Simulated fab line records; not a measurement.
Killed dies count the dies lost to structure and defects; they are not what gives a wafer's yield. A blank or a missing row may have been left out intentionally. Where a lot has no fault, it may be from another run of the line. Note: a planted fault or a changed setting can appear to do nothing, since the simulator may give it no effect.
Matching of chambers / flow nand harc / NHARC_A_CONTACT_ETCH_75 on rie diel-03 has 4 sister chambers
The step etches the open film in CF4, target depth 39 nm, time 65 s. 22 wafers are shown with their chamber, then 11 later ones without.

WAFERS WITH THEIR CHAMBER
wafer=L075.2; chamber=2; showerhead plenum p Torr (Torr)=1.88; rf vpp V (V)=152.8; oes product au (a.u.)=0.995
wafer=L075.5; chamber=2; showerhead plenum p Torr (Torr)=1.88; rf vpp V (V)=152.4; oes product au (a.u.)=1.003
wafer=L075.6; chamber=3; showerhead plenum p Torr (Torr)=1.78; rf vpp V (V)=151.5; oes product au (a.u.)=0.999
wafer=L076.1; chamber=2; showerhead plenum p Torr (Torr)=1.88; rf vpp V (V)=153.5; oes product au (a.u.)=0.992
wafer=L076.2; chamber=0; showerhead plenum p Torr (Torr)=1.73; rf vpp V (V)=150.8; oes product au (a.u.)=0.998
wafer=L076.5; chamber=2; showerhead plenum p Torr (Torr)=1.88; rf vpp V (V)=152.3; oes product au (a.u.)=1.005
wafer=L079.1; chamber=2; showerhead plenum p Torr (Torr)=1.87; rf vpp V (V)=151.0; oes product au (a.u.)=1.007
wafer=L079.3; chamber=1; showerhead plenum p Torr (Torr)=1.68; rf vpp V (V)=150.3; oes product au (a.u.)=1.007
wafer=L079.5; chamber=0; showerhead plenum p Torr (Torr)=1.73; rf vpp V (V)=150.8; oes product au (a.u.)=1.007
wafer=L080.4; chamber=0; showerhead plenum p Torr (Torr)=1.73; rf vpp V (V)=151.0; oes product au (a.u.)=0.993
wafer=L080.5; chamber=2; showerhead plenum p Torr (Torr)=1.87; rf vpp V (V)=152.3; oes product au (a.u.)=1.000
wafer=L080.6; chamber=1; showerhead plenum p Torr (Torr)=1.68; rf vpp V (V)=150.3; oes product au (a.u.)=0.991
wafer=L085.2; chamber=3; showerhead plenum p Torr (Torr)=1.78; rf vpp V (V)=151.6; oes product au (a.u.)=1.001
wafer=L085.3; chamber=1; showerhead plenum p Torr (Torr)=1.68; rf vpp V (V)=149.8; oes product au (a.u.)=0.999
wafer=L085.6; chamber=1; showerhead plenum p Torr (Torr)=1.68; rf vpp V (V)=150.5; oes product au (a.u.)=0.999
wafer=L086.2; chamber=2; showerhead plenum p Torr (Torr)=1.87; rf vpp V (V)=152.3; oes product au (a.u.)=1.006
wafer=L086.3; chamber=0; showerhead plenum p Torr (Torr)=1.73; rf vpp V (V)=149.7; oes product au (a.u.)=0.993
wafer=L086.4; chamber=3; showerhead plenum p Torr (Torr)=1.78; rf vpp V (V)=151.3; oes product au (a.u.)=0.996
wafer=L087.2; chamber=0; showerhead plenum p Torr (Torr)=1.73; rf vpp V (V)=150.0; oes product au (a.u.)=0.990
wafer=L087.4; chamber=1; showerhead plenum p Torr (Torr)=1.68; rf vpp V (V)=150.1; oes product au (a.u.)=1.001
wafer=L087.5; chamber=3; showerhead plenum p Torr (Torr)=1.78; rf vpp V (V)=150.6; oes product au (a.u.)=0.990
wafer=L090.1; chamber=3; showerhead plenum p Torr (Torr)=1.78; rf vpp V (V)=149.7; oes product au (a.u.)=0.995

SIGNATURES, as means of the wafers listed above
reading=showerhead plenum p Torr; chamber 0=1.7300; chamber 1=1.6800; chamber 2=1.8757; chamber 3=1.7800; scatter within a chamber=0.00309
reading=rf vpp V; chamber 0=150.460; chamber 1=150.200; chamber 2=152.371; chamber 3=150.940; scatter within a chamber=0.645
reading=oes product au; chamber 0=0.99620; chamber 1=0.99940; chamber 2=1.00114; chamber 3=0.99620; scatter within a chamber=0.00567
Rule: distance of a wafer from a chamber = root of the sum over the readings of ((wafer's reading minus chamber's mean) / reading's scatter) squared. The wafer belongs to the nearest chamber; if the next one is less than 2 further off, it can't be placed. How the scatter is found: for the shown wafers, subtract from each reading the mean of its chamber, square and add these, divide the total by (wafers less chambers), then take the root.

WAFERS WITHOUT THEIR CHAMBER
wafer=L090.3; showerhead plenum p Torr (Torr)=1.73; rf vpp V (V)=152.7; oes product au (a.u.)=0.993
wafer=L090.6; showerhead plenum p Torr (Torr)=1.68; rf vpp V (V)=149.6; oes product au (a.u.)=1.004
wafer=L092.2; showerhead plenum p Torr (Torr)=1.78; rf vpp V (V)=150.1; oes product au (a.u.)=0.995
wafer=L092.5; showerhead plenum p Torr (Torr)=1.87; rf vpp V (V)=153.2; oes product au (a.u.)=1.011
wafer=L092.6; showerhead plenum p Torr (Torr)=1.68; rf vpp V (V)=151.3; oes product au (a.u.)=1.000
wafer=L096.4; showerhead plenum p Torr (Torr)=1.73; rf vpp V (V)=150.7; oes product au (a.u.)=1.003
wafer=L096.5; showerhead plenum p Torr (Torr)=1.73; rf vpp V (V)=151.5; oes product au (a.u.)=0.999
wafer=L096.6; showerhead plenum p Torr (Torr)=1.77; rf vpp V (V)=150.5; oes product au (a.u.)=0.997
wafer=L095.1; showerhead plenum p Torr (Torr)=1.87; rf vpp V (V)=153.6; oes product au (a.u.)=0.998
wafer=L095.2; showerhead plenum p Torr (Torr)=1.73; rf vpp V (V)=150.1; oes product au (a.u.)=1.002
wafer=L095.6; showerhead plenum p Torr (Torr)=1.77; rf vpp V (V)=150.8; oes product au (a.u.)=0.993

WHICH CHAMBER EACH ONE RAN IN
wafer=L090.3; from the rows above=0; in truth=0
wafer=L090.6; from the rows above=1; in truth=1
wafer=L092.2; from the rows above=3; in truth=3
wafer=L092.5; from the rows above=2; in truth=2
wafer=L092.6; from the rows above=1; in truth=1
wafer=L096.4; from the rows above=0; in truth=0
wafer=L096.5; from the rows above=0; in truth=0
wafer=L096.6; from the rows above=3; in truth=3
wafer=L095.1; from the rows above=2; in truth=2
wafer=L095.2; from the rows above=0; in truth=0
wafer=L095.6; from the rows above=3; in truth=3
Correct placement for 11 of the 11. From these rows, 0 cannot be placed. Number placed wrongly: 0.
